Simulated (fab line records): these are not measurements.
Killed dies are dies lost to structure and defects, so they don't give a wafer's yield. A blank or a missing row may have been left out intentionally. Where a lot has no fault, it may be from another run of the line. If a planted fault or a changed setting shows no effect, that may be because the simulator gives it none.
fab line records | flow nand-harc
record: lots: 6 wafers: 18 last-day: 33
route steps=1302 shown A_CHANNEL_HOLE_D1@464 END@1302
lots untouched by any fault: they come from a run of this same line in which no faults occurred
start-h: start of the lot's first displayed wafer, in hours after the record's first day | wait-h: hours from the lot's prior step to this one | " repeats the value in the row above | L1.1+2: several wafers, shown together as one row | - value missing, or start not given | * or withheld: withheld | < > ~ a bound
route shown NAME@n: names a module that has steps shown in the file, with the first one's number in the route | usual: average and standard deviation across the fault-free wafers | same: alike in all rows | chamber/n: place in a boat | sites: per-site readings | _std_site: standard deviation of those values | _edge_site: the outer-site mean with the inner-site mean subtracted | radius-mm: for every site, how far away it sits from the centre of the wafer | mask NAME#n: copy n | behind: the most recent tool/chamber to have shaped the wafer | hold: why the lot went on hold/how many hours it stayed there/how the hold came to an end | device: the transistor (n, p or np) that didn't switch | end of line: tests run on the same wafers once the route is complete | step lacking rows: just its recipe | killed: at the first sort, the dies lost to defects and structure; wafer yield is something else | map: the dies of a wafer, with x for killed, . for not killed, _ for no die there
set.NAME: setting as actually run; set.NAME@STEP: the setting as run at that earlier step | model.NAME: the simulator's own value behind a step, which no gauge read
lots at some steps of the route; a table a step, a row a wafer
services: the hour from which a tool's chamber was out of use, counted from the record's first day as start-h (under 0 if before that day), plus the number of hours and why
== steps ==
step: NHARC_A_CHANNEL_HOLE_D1_INSPECT_12
usual: raw-defect-count: 6.2/2.9
columns lot.wafer tool chamber start-h wait-h raw-defect-count
L391.3 defect-inspect-02 - 192.79 0.0 2
L391.4 " - " " 4
L391.6 " - " " 4
L397.2 defect-inspect-02 - 259.15 0.0 8
L397.4 " - " " 5
L397.6 " - " " 9
L405.1 defect-inspect-02 - 323.20 0.0 4
L405.5 " - " " 4
L405.6 " - " " 3
L407.1 defect-inspect-01 - 352.26 0.0 13
L407.3 " - " " 7
L407.4 " - " " 2
L410.1 defect-inspect-02 - 387.00 0.0 1
L410.4 " - " " 7
L410.6 " - " " 7
L413.1 defect-inspect-01 - 401.58 0.0 3
L413.3 " - " " 11
L413.5 " - " " 12
step: NHARC_A_CHANNEL_HOLE_D1_DESCUM_15
recipe: time-s: 3 o2-flow-sccm: 200 ar-flow-sccm: 0 bias-power-w: 0 chemistry: O2
step: NHARC_A_CHANNEL_HOLE_D1_ETCH_38
recipe: target-depth-a: 390 over-etch-frac: 0.3 time-s: 65 ion-energy-ev: 80 cf4-flow-sccm: 150 ar-flow-sccm: 0 rf-w: 300 bias-w: 100 chemistry: CF4
step: NHARC_A_CHANNEL_HOLE_D1_ETCH_39
recipe: target-depth-a: 2600 over-etch-frac: 0.3 time-s: 325 ion-energy-ev: 200 n2-flow-sccm: 150 h2-flow-sccm: 150 ar-flow-sccm: 0 rf-w: 400 bias-w: 150 chemistry: N2/H2
usual: drypump-motor-current-A: 5.7/0.47 oes-product-au: 1.006/0.012 rf-vpp-V: 431/3.1 showerhead-plenum-p-Torr: 2.08/0.1 throttle-valve-pct: 14.171/0.0091
columns lot.wafer tool chamber start-h wait-h drypump-motor-current-A oes-product-au rf-hours-counter-h rf-vpp-V showerhead-plenum-p-Torr throttle-valve-pct
L391.4 rie-diel-09 2 - - 5.1 0.996 5 434 2.13 14.177
L391.3 " 0 " " 5.4 1.009 2 436 2.20 14.175
L391.6 " 1 " " 6.0 1.009 - 426 1.90 14.194
L397.2 rie-diel-09 2 - - 5.1 1.005 10 433 2.13 14.160
L397.4 " 0 " " 5.5 1.015 6 435 2.19 14.172
L397.6 " 1 " " 6.1 1.020 - 428 1.90 14.171
L405.1 rie-diel-07 1 - - 6.1 0.994 6 432 2.10 14.180
L405.5 " 0 " " 5.6 1.004 - 428 1.93 14.172
L405.6 " 1 " " 6.1 0.992 - 432 2.10 14.169
L407.3 rie-diel-09 3 - - 6.0 1.016 2 433 2.13 14.169
L407.4 " 0 " " 5.4 0.998 3 434 2.19 14.168
L407.1 " 1 " " 6.1 0.995 3 425 1.89 14.185
L410.4 rie-diel-09 2 - - 5.1 1.017 6 433 2.13 14.164
L410.1 " 0 " " 5.4 1.022 7 435 2.19 14.172
L410.6 " 3 " " 6.0 1.027 - 432 2.13 14.178
L413.1 rie-diel-09 3 - - 6.0 1.025 8 433 2.13 14.173
L413.3 " 1 " " 6.0 1.008 8 429 1.89 14.169
L413.5 " 3 " " 6.0 1.035 - 432 2.13 14.166
step: NHARC_A_CHANNEL_HOLE_D1_ETCH_34
recipe: target-depth-a: 1540 time-s: 77 cf4-flow-sccm: 100 chf3-flow-sccm: 30 ar-flow-sccm: 0 rf-w: 500 bias-w: 200 chemistry: CF4/CHF3
usual: chf3-flow-sccm: 30.00/0.086 drypump-motor-current-A: 5.7/0.46 oes-product-au: 0.960/0.021 rf-vpp-V: 371.3/2.8 showerhead-plenum-p-Torr: 1.59/0.077 throttle-valve-pct: 16.803/0.0094
columns lot.wafer tool chamber start-h wait-h chf3-flow-sccm drypump-motor-current-A oes-product-au rf-hours-counter-h rf-vpp-V showerhead-plenum-p-Torr throttle-valve-pct
L391.4 rie-diel-09 0 - - 29.98 5.4 0.990 2 372.9 1.68 16.801
L391.3 " 2 " " 30.05 5.1 0.967 5 372.2 1.64 16.806
L391.6 " 0 " " 29.89 5.4 0.990 - 375.4 1.68 16.811
L397.4 rie-diel-09 1 - - 30.10 6.0 0.936 9 366.5 1.47 16.802
L397.2 " 2 " " 29.85 5.1 0.927 10 372.1 1.64 16.817
L397.6 " 0 " " 30.12 5.4 0.933 - 374.4 1.68 16.803
L405.1 rie-diel-07 0 - - 30.03 5.5 0.991 8 368.9 1.49 16.795
L405.5 " 0 " " 30.25 5.6 0.981 - 367.1 1.49 16.819
L405.6 " 1 " " 29.86 6.1 0.962 - 371.6 1.62 16.798
L407.4 rie-diel-09 0 - - 30.04 5.4 0.973 3 374.6 1.68 16.814
L407.3 " 1 " " 29.89 6.0 0.972 3 367.4 1.47 16.804
L407.1 " 2 " " 29.96 5.1 0.979 2 373.1 1.64 16.801
L410.4 rie-diel-09 3 - - 29.89 6.0 0.977 7 373.3 1.64 16.809
L410.1 " 0 " " 29.98 5.4 0.966 7 374.5 1.68 16.788
L410.6 " 1 " " 30.06 6.0 0.992 - 365.2 1.47 16.818
L413.1 rie-diel-09 0 - - 29.96 5.4 0.925 8 374.8 1.68 16.811
L413.3 " 1 " " 30.00 6.1 0.935 8 365.8 1.47 16.819
L413.5 " 3 " " 30.06 6.0 0.930 - 372.4 1.64 16.797
step: NHARC_A_CHANNEL_HOLE_D1_ETCH_16
recipe: target-depth-a: 31000 over-etch-frac: 0.3 time-s: 806 ion-energy-ev: 150 o2-flow-sccm: 400 cos-flow-sccm: 20 ar-flow-sccm: 0 rf-w: 500 bias-w: 300 chemistry: O2/COS
step: NHARC_A_CHANNEL_HOLE_D1_CD_MEAS_18
usual: cd-nm: 99.9/2.2
columns lot.wafer tool chamber start-h wait-h cd-nm
L391.3 cd-sem-01 - 193.95 - 101.7
L391.4 " - " " 99.0
L391.6 " - " " 102.0
L397.2 cd-sem-02 - 260.32 - 97.1
L397.4 " - " " 103.6
L397.6 " - " " 101.1
L405.1 cd-sem-03 - 324.41 - 100.5
L405.5 " - " " 102.5
L405.6 " - " " 99.3
L407.1 cd-sem-02 - 353.42 - 98.1
L407.3 " - " " 97.8
L407.4 " - " " 102.1
L410.1 cd-sem-01 - 388.18 - 99.9
L410.4 " - " " 96.2
L410.6 " - " " 97.6
L413.1 cd-sem-01 - 402.75 - 96.8
L413.3 " - " " 98.4
L413.5 " - " " 97.9
step: NHARC_A_CHANNEL_HOLE_D1_ETCH_19
recipe: bias-v: 1200 source-w: 2500 pressure-mtorr: 15 time-s: 34.5 ar-flow-sccm: 375 c4f8-flow-sccm: 28.8 o2-flow-sccm: 96.2 temp-c: -20 target-depth-a: * chemistry: C4F8/O2/Ar
step: NHARC_A_CHANNEL_HOLE_D1_ETCH_20
recipe: bias-v: 3000 source-w: withheld pressure-mtorr: 20 time-s: 361.9 ar-flow-sccm: 375 c4f8-flow-sccm: 89.3 o2-flow-sccm: 35.7 temp-c: -20 target-depth-a: 16000 chemistry: C4F8/O2/Ar
usual: drypump-motor-current-A: 5.83/0.18 showerhead-plenum-p-Torr: 3.59/0.15 throttle-valve-pct: 32.155/0.0089
columns lot.wafer tool chamber start-h wait-h drypump-motor-current-A rf-hours-counter-h showerhead-plenum-p-Torr throttle-valve-pct
L391.4 har-etch-01 1 194.30 0.2 5.63 - 3.60 32.165
L391.3 " 0 " " 6.05 - 3.52 32.152
L391.6 " 0 " " 6.02 - 3.52 32.148
L397.2 har-etch-02 0 260.50 0.1 5.72 350 3.58 32.165
L397.4 " 0 " " 5.72 - 3.58 32.155
L397.6 " 1 " " 6.00 - 3.40 32.151
L405.1 har-etch-01 0 324.59 0.1 6.05 171 3.48 32.143
L405.5 " 0 " " 6.05 - 3.48 32.160
L405.6 " 1 " " 5.62 - 3.56 32.147
L407.1 har-etch-01 1 354.50 0.1 5.63 190 3.54 32.150
L407.4 " 1 " " 5.65 - 3.55 32.167
L407.3 " 0 " " 6.05 - 3.47 32.146
L410.1 har-etch-02 0 394.11 0.1 5.71 0 3.93 32.154
L410.4 " 1 " " 5.99 - 3.91 32.152
L410.6 " 0 " " 5.70 - 3.93 32.157
L413.1 har-etch-02 1 402.94 0.1 5.98 8 3.91 32.152
L413.3 " 1 " " 6.01 - 3.91 32.154
L413.5 " 1 " " 5.99 - 3.91 32.152
step: NHARC_A_CHANNEL_HOLE_D1_ETCH_21
recipe: bias-v: 3000 source-w: withheld pressure-mtorr: 20 time-s: 514.3 ar-flow-sccm: 375 c4f8-flow-sccm: 89.3 o2-flow-sccm: 35.7 temp-c: -20 target-depth-a: 16000 chemistry: C4F8/O2/Ar
step: NHARC_A_CHANNEL_HOLE_D1_ETCH_22
recipe: bias-v: 3000 source-w: withheld pressure-mtorr: 20 time-s: 666.7 ar-flow-sccm: 375 c4f8-flow-sccm: 89.3 o2-flow-sccm: 35.7 temp-c: -20 target-depth-a: 16000 chemistry: C4F8/O2/Ar
step: NHARC_A_CHANNEL_HOLE_D1_ETCH_23
recipe: bias-v: 5000 source-w: withheld pressure-mtorr: 20 time-s: 819 ar-flow-sccm: 375 c4f8-flow-sccm: 89.3 o2-flow-sccm: 35.7 temp-c: -20 target-depth-a: 16000 chemistry: C4F8/O2/Ar
step: NHARC_A_CHANNEL_HOLE_D1_ETCH_24
recipe: bias-v: 5000 source-w: withheld pressure-mtorr: 20 time-s: 906.2 ar-flow-sccm: 375 c4f8-flow-sccm: 93.8 o2-flow-sccm: 31.2 temp-c: -20 target-depth-a: 15000 chemistry: C4F8/O2/Ar
usual: drypump-motor-current-A: 5.83/0.18 showerhead-plenum-p-Torr: 3.58/0.15 throttle-valve-pct: 32.235/0.0092
columns lot.wafer tool chamber start-h wait-h drypump-motor-current-A rf-hours-counter-h showerhead-plenum-p-Torr throttle-valve-pct
L391.4 har-etch-01 1 196.46 0.6 5.62 - 3.59 32.237
L391.3 " 0 " " 6.07 - 3.52 32.230
L391.6 " 0 " " 6.09 - 3.52 32.224
L397.2 har-etch-02 0 262.52 0.6 5.68 352 3.58 32.250
L397.4 " 0 " " 5.72 - 3.58 32.219
L397.6 " 1 " " 5.97 - 3.40 32.216
L405.1 har-etch-01 0 326.61 0.6 6.07 173 3.48 32.233
L405.5 " 0 " " 6.08 - 3.48 32.227
L405.6 " 1 " " 5.63 - 3.55 32.244
L407.1 har-etch-01 1 356.52 0.6 5.65 192 3.54 32.231
L407.4 " 1 " " 5.65 - 3.54 32.222
L407.3 " 0 " " 6.06 - 3.47 32.235
L410.1 har-etch-02 0 396.11 0.6 5.69 2 3.93 32.241
L410.4 " 1 " " 5.97 - 3.91 32.239
L410.6 " 0 " " 5.71 - 3.93 32.231
L413.1 har-etch-02 1 404.96 0.6 5.97 10 3.90 32.230
L413.3 " 1 " " 5.98 - 3.90 32.244
L413.5 " 1 " " 5.99 - 3.90 32.224
step: NHARC_A_CHANNEL_HOLE_D1_ETCH_25
recipe: bias-v: 5000 source-w: withheld pressure-mtorr: 20 time-s: 1040.2 ar-flow-sccm: 375 c4f8-flow-sccm: 93.8 o2-flow-sccm: 31.2 temp-c: -20 target-depth-a: 15000 chemistry: C4F8/O2/Ar
step: NHARC_A_CHANNEL_HOLE_D1_ETCH_26
recipe: bias-v: 300 source-w: 2000 pressure-mtorr: 30 time-s: 224.1 ar-flow-sccm: 375 c4f8-flow-sccm: 11.4 o2-flow-sccm: 113.6 temp-c: -20 target-depth-a: 3000 chemistry: C4F8/O2/Ar
step: NHARC_A_CHANNEL_HOLE_D1_ETCH_33
recipe: bias-v: 400 source-w: 2000 pressure-mtorr: 25 time-s: 90 ar-flow-sccm: 375 c4f8-flow-sccm: 41.7 o2-flow-sccm: 83.3 temp-c: -20 target-depth-a: 4000 chemistry: C4F8/O2/Ar
usual: drypump-motor-current-A: 5.83/0.18 showerhead-plenum-p-Torr: 3.62/0.16 throttle-valve-pct: 27.620/0.01
columns lot.wafer tool chamber start-h wait-h drypump-motor-current-A rf-hours-counter-h showerhead-plenum-p-Torr throttle-valve-pct
L391.4 har-etch-01 1 198.13 0.2 5.62 - 3.63 27.628
L391.3 " 0 " " 6.05 - 3.56 27.620
L391.6 " 0 " " 6.04 - 3.56 27.629
L397.2 har-etch-02 0 264.38 0.2 5.67 353 3.62 27.629
L397.4 " 0 " " 5.70 - 3.62 27.616
L397.6 " 1 " " 5.98 - 3.43 27.618
L405.1 har-etch-01 0 328.44 0.2 6.06 175 3.51 27.627
L405.5 " 0 " " 6.06 - 3.51 27.608
L405.6 " 1 " " 5.64 - 3.59 27.621
L407.1 har-etch-01 1 358.35 0.2 5.63 194 3.58 27.609
L407.4 " 1 " " 5.64 - 3.58 27.625
L407.3 " 0 " " 6.04 - 3.50 27.622
L410.1 har-etch-02 0 397.97 0.2 5.70 4 3.98 27.634
L410.4 " 1 " " 5.98 - 3.96 27.627
L410.6 " 0 " " 5.71 - 3.98 27.626
L413.1 har-etch-02 1 406.80 0.2 5.98 11 3.95 27.621
L413.3 " 1 " " 5.98 - 3.95 27.607
L413.5 " 1 " " 5.98 - 3.95 27.616
step: NHARC_A_CHANNEL_HOLE_D1_STRIP_41
recipe: n2-flow-sccm: 150 h2-flow-sccm: 150 ar-flow-sccm: 0 bias-w: 0 chemistry: N2/H2
step: NHARC_A_CHANNEL_HOLE_D1_STRIP_42
recipe: cf4-flow-sccm: 100 chf3-flow-sccm: 30 ar-flow-sccm: 0 bias-w: 0 chemistry: CF4/CHF3
step: NHARC_A_CHANNEL_HOLE_D1_STRIP_43
recipe: o2-flow-sccm: 400 cos-flow-sccm: 20 ar-flow-sccm: 0 bias-w: 0 chemistry: O2/COS
step: NHARC_A_CHANNEL_HOLE_D1_ETCH_44
recipe: target-depth-a: 1400 overetch-a: 140 time-s: 77 ion-energy-ev: 100 cf4-flow-sccm: 80 o2-flow-sccm: 20 ar-flow-sccm: 0 rf-w: 300 bias-w: 100 chemistry: CF4/O2
step: NHARC_A_CHANNEL_HOLE_D1_STRIP_27
recipe: o2-flow-sccm: 500 ar-flow-sccm: 0 bias-w: 0 chemistry: O2
usual: drypump-motor-current-A: 5.7/0.42 oes-product-au: 1.009/0.0099 rf-vpp-V: 57.9/0.92 showerhead-plenum-p-Torr: 3.59/0.19 throttle-valve-pct: 17.037/0.009
columns lot.wafer tool chamber start-h wait-h drypump-motor-current-A oes-product-au rf-hours-counter-h rf-vpp-V showerhead-plenum-p-Torr throttle-valve-pct
L391.3 rie-diel-09 2 - - 5.1 0.995 6 58.2 3.68 17.038
L391.4 " 0 " " 5.5 1.016 3 58.6 3.77 17.034
L391.6 " 3 " " 6.0 1.018 - 57.7 3.68 17.029
L397.4 rie-diel-09 1 - - 6.1 1.017 10 57.9 3.30 17.043
L397.2 " 3 " " 6.0 1.013 11 57.9 3.67 17.021
L397.6 " 1 " " 6.1 1.008 - 59.1 3.30 17.044
L405.1 rie-diel-10 2 - - 6.1 1.000 30 57.5 3.79 17.042
L405.6 " 2 " " 6.1 1.003 - 58.5 3.79 17.049
L405.5 " 3 " " 4.6 0.975 - 56.8 3.58 17.040
L407.4 rie-diel-09 0 - - 5.4 0.990 3 58.6 3.77 17.040
L407.3 " 1 " " 6.1 1.004 3 57.4 3.30 17.023
L407.1 " 2 " " 5.1 1.019 3 58.6 3.67 17.044
L410.1 rie-diel-09 1 - - 6.0 1.008 7 57.0 3.30 17.045
L410.4 " 2 " " 5.1 1.017 7 58.0 3.67 17.037
L410.6 " 0 " " 5.4 0.998 - 58.6 3.76 17.048
L413.1 rie-diel-09 0 - - 5.4 1.005 9 57.4 3.76 17.035
L413.3 " 2 " " 5.1 1.014 8 57.5 3.67 17.043
L413.5 " 1 " " 6.1 1.003 - 58.2 3.29 17.049
step: NHARC_A_CHANNEL_HOLE_D1_PRECLEAN_28
recipe: time-s: * temp-c: 50 bath-age-min: 0 chemistry: SC1
step: NHARC_A_CHANNEL_HOLE_D1_SRD_29
step: NHARC_A_CHANNEL_HOLE_D1_CD_MEAS_30
usual: cd-nm: 90.0/1.2
columns lot.wafer tool chamber start-h wait-h cd-nm
L391.3 cd-sem-02 - 199.62 - 92.0
L391.4 " - " " 88.0
L391.6 " - " " 91.0
L397.2 cd-sem-03 - 265.93 - 91.4
L397.4 " - " " 88.7
L397.6 " - " " 90.3
L405.1 cd-sem-02 - 330.27 - 91.4
L405.5 " - " " 91.5
L405.6 " - " " 91.2
L407.1 cd-sem-02 - 359.89 - 89.5
L407.3 " - " " 88.7
L407.4 " - " " 88.2
L410.1 cd-sem-02 - 399.58 - 90.5
L410.4 " - " " 91.8
L410.6 " - " " 91.1
L413.1 cd-sem-02 - 408.35 - 89.5
L413.3 " - " " 87.8
L413.5 " - " " 88.0
step: NHARC_A_CHANNEL_HOLE_D1_XSEM_31
recipe: landing-energy-ev: 35000
step: NHARC_A_CHANNEL_HOLE_D1_INSPECT_40
usual: raw-defect-count: 72/26
columns lot.wafer tool chamber start-h wait-h hold raw-defect-count
L391.3 defect-inspect-01 - 199.80 - - 31
L391.4 " - " " - 35
L391.6 " - " " - 32
L397.2 defect-inspect-02 - 266.11 - - 114
L397.4 " - " " - 76
L397.6 " - " " - 78
L405.1 defect-inspect-02 - 330.46 - await-dispo/0.2h/release 856
L405.5 " - " " await-dispo/0.2h/release 814
L405.6 " - " " await-dispo/0.2h/release 842
L405.1 defect-inspect-02 - 330.63 0.2 - 874
L405.5 " - " " - 841
L405.6 " - " " - 838
L407.1 defect-inspect-02 - 360.08 - await-dispo/0.2h/release 864
L407.3 " - " " await-dispo/0.2h/release 842
L407.4 " - " " await-dispo/0.2h/release 872
L407.1 defect-inspect-02 - 360.25 0.2 - 856
L407.3 " - " " - 841
L407.4 " - " " - 869
L410.1 defect-inspect-02 - 399.77 - - 40
L410.4 " - " " - 32
L410.6 " - " " - 50
L413.1 defect-inspect-01 - 408.53 - - 76
L413.3 " - " " - 46
L413.5 " - " " - 29
step: NHARC_END_SORT_01
recipe: temp-c: 25
usual: killed-at-array: 59/20 killed-at-other: 0.8/1 killed-at-periphery: 3.2/2.1 killed-dies: 63/21 killed-open: 3.0/1.9 killed-short: 2.3/1.5
same: gross-dies: 677
columns lot.wafer tool chamber start-h wait-h killed-at-array killed-at-other killed-at-periphery killed-dies killed-open killed-short
L397.2 prober-02 0 646.11 2.8 65 0 6 71 3 2
L397.4 prober-02 0 647.74 3.5 53 1 5 59 1 2
L397.6 prober-02 0 649.37 4.1 45 0 8 53 2 4
L405.1 prober-01 0 709.27 2.5 118 1 1 120 2 3
L405.5 prober-01 0 712.43 3.7 99 0 1 100 5 4
L405.6 prober-01 0 713.22 4.0 102 1 1 104 4 3
L407.1 prober-01 0 728.52 2.5 118 2 1 121 7 1
L407.3 prober-01 0 730.09 3.1 113 2 4 119 4 4
L407.4 prober-01 0 730.87 3.3 112 1 4 117 5 2
L413.1 prober-01 0 795.32 2.5 56 0 6 62 1 2
L413.3 prober-01 0 796.93 3.1 65 1 5 71 4 3
L413.5 prober-01 0 798.53 3.7 54 1 4 59 2 3
killed by level:class
L397.2 A_CHANNEL_HOLE_D1:chamber-film-flake=33 A_CHANNEL_HOLE_D2:chamber-film-flake=13 A_STAIRCASE:chamber-film-flake=7 P_GATE:chamber-film-flake=4 A_CONTACT:chamber-film-flake=4 A_CHANNEL_FILL_D1:chamber-film-flake=3 P_CONTACT:geometric-particle:open=1 P_M0:geometric-particle:short=1
L397.4 A_CHANNEL_HOLE_D1:chamber-film-flake=25 A_CHANNEL_HOLE_D2:chamber-film-flake=11 A_STAIRCASE:chamber-film-flake=6 A_CONTACT:chamber-film-flake=5 P_GATE:chamber-film-flake=3 P_CONTACT:geometric-particle:short=1 A_DECK1_JOINT:geometric-particle:short=1 A_M0:geometric-particle:open=1
L397.6 A_CHANNEL_HOLE_D1:chamber-film-flake=18 A_CHANNEL_HOLE_D2:chamber-film-flake=13 P_GATE:chamber-film-flake=6 A_CONTACT:chamber-film-flake=5 A_STAIRCASE:chamber-film-flake=3 P_CONTACT:geometric-particle:open=1 P_M0:geometric-particle:open=1 A_ONON_D2:geometric-particle:short=1
L405.1 A_CHANNEL_HOLE_D1:unspecified=98 A_SLIT:chamber-film-flake=4 A_ZERO_WELL:chamber-film-flake=2 A_DECK1_JOINT:chamber-film-flake=2 A_SGD_CUT:chamber-film-flake=2 A_WL_FILL:chamber-film-flake=2 P_GATE:geometric-particle:open=1 A_DECK1_JOINT:geometric-particle:short=1
L405.5 A_CHANNEL_HOLE_D1:unspecified=83 A_DECK1_JOINT:geometric-particle:open=2 A_CHANNEL_FILL_D2:geometric-particle:short=2 A_CHANNEL_HOLE_D1:chamber-film-flake=2 A_SLIT:chamber-film-flake=2 P_M1:geometric-particle:open=1 A_ONON_D1:geometric-particle:short=1 A_ONON_D2:geometric-particle:open=1
L405.6 A_CHANNEL_HOLE_D1:unspecified=87 A_M0:geometric-particle:open=2 A_CHANNEL_HOLE_D1:chamber-film-flake=2 A_DECK1_JOINT:chamber-film-flake=2 A_SLIT:chamber-film-flake=2 A_ONON_D1:geometric-particle:short=1 A_CHANNEL_FILL_D2:geometric-particle:open=1 A_CHANNEL_FILL_D2:geometric-particle:short=1
L407.1 A_CHANNEL_HOLE_D1:unspecified=96 A_SLIT:chamber-film-flake=5 A_M0:geometric-particle:open=3 A_STAIRCASE:chamber-film-flake=3 A_WL_FILL:geometric-particle:open=2 A_CHANNEL_FILL_D1:chamber-film-flake=2 A_BLC:chamber-film-flake=2 THIN_TSV:chamber-film-flake=2
L407.3 A_CHANNEL_HOLE_D1:unspecified=90 A_SLIT:chamber-film-flake=7 A_CONTACT:chamber-film-flake=5 P_CONTACT:chamber-film-flake=2 A_BLC:chamber-film-flake=2 THIN_TSV:chamber-film-flake=2 P_CONTACT:geometric-particle:open=1 A_DECK1_JOINT:geometric-particle:open=1
L407.4 A_CHANNEL_HOLE_D1:unspecified=93 P_CONTACT:geometric-particle:open=3 A_SLIT:chamber-film-flake=3 A_BLC:chamber-film-flake=3 A_CHANNEL_HOLE_D1:chamber-film-flake=2 A_DECK1_JOINT:chamber-film-flake=2 A_WL_FILL:chamber-film-flake=2 A_CONTACT:chamber-film-flake=2
L413.1 A_CHANNEL_HOLE_D2:chamber-film-flake=32 A_SLIT:chamber-film-flake=8 A_STAIRCASE:chamber-film-flake=6 A_CONTACT:chamber-film-flake=6 P_GATE:chamber-film-flake=2 P_GATE:geometric-particle:open=1 P_M2:geometric-particle:short=1 A_ONON_D1:geometric-particle:short=1
L413.3 A_CHANNEL_HOLE_D2:chamber-film-flake=30 A_SLIT:chamber-film-flake=8 A_STAIRCASE:chamber-film-flake=7 A_CONTACT:chamber-film-flake=7 P_GATE:chamber-film-flake=4 A_WL_FILL:chamber-film-flake=2 A_ONON_D1:geometric-particle:open=1 A_DECK1_JOINT:geometric-particle:short=1
L413.5 A_CHANNEL_HOLE_D2:chamber-film-flake=37 A_SLIT:chamber-film-flake=7 A_STAIRCASE:chamber-film-flake=3 A_CONTACT:chamber-film-flake=3 A_SGD_CUT:geometric-particle:short=2 P_GATE:chamber-film-flake=2 P_M2:chamber-film-flake=2 A_ONON_D1:geometric-particle:open=1
== services ==
columns tool chamber start-h hours kind
rie-diel-09 0 176.69 - clean
rie-diel-09 1 176.69 - clean
rie-diel-09 2 176.69 - clean
rie-diel-09 3 176.69 - clean
rie-diel-09 0 201.19 - clean
rie-diel-09 1 201.19 - clean
rie-diel-09 2 201.19 - clean
rie-diel-09 3 201.19 - clean
rie-diel-09 0 225.69 - clean
rie-diel-09 1 225.69 - clean
rie-diel-10 2 230.75 2.6 repair
rie-diel-10 - 244.12 9.0 pm
rie-diel-07 1 280.52 3.4 repair
rie-diel-07 - 294.61 9.0 pm
rie-diel-10 3 296.09 15.7 repair
rie-diel-10 1 313.94 5.3 repair
rie-diel-09 1 319.14 5.0 repair
rie-diel-09 - 320.19 9.0 pm
rie-diel-07 - 324.81 1.3 repair
rie-diel-07 3 342.44 7.7 repair
rie-diel-10 - 362.26 2.0 repair
rie-diel-10 1 370.11 9.0 repair
rie-diel-07 - 371.58 1.8 repair
har-etch-02 - 377.00 17.0 pm
== key ==
first-sign: step: NHARC_A_CHANNEL_HOLE_D1_INSPECT_40 reading: visit direction: added
effect: step: NHARC_A_CHANNEL_HOLE_D1_INSPECT_40 reading: raw-defect-count direction: up sigmas: 29 usual: 72 struck: 848
effect: step: NHARC_END_SORT_01 reading: killed-at-array direction: up sigmas: 2.5 usual: 59 struck: 110
more-kills-born-at: NHARC_A_CHANNEL_HOLE_D1_ETCH_24@har-etch-01: 412
met-at NHARC_A_CHANNEL_HOLE_D1_ETCH_24
struck-wafers L405.1,L405.5,L405.6,L407.1,L407.3,L407.4
tester-left-out L405,L407
onset-between 196.46 326.61
also-fits NHARC_A_CHANNEL_HOLE_D1_ETCH_20:har-etch-01,NHARC_A_CHANNEL_HOLE_D1_ETCH_33:har-etch-01
fault: kind: chamber-particle-source tool: har-etch-01 chamber: - onset-h: 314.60 steps: NHARC_A_CHANNEL_HOLE_D1_ETCH_24 rate-per-visit-cm2: 1.2155 end-h: 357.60
tester-left-out: of these lots the tester's yield and bins aren't shown, on N5 and GAA mostly nor the transistor test; their killed dies are dies lost to structure and defects alone, not to doping, threshold or leakage, so they don't give the yield
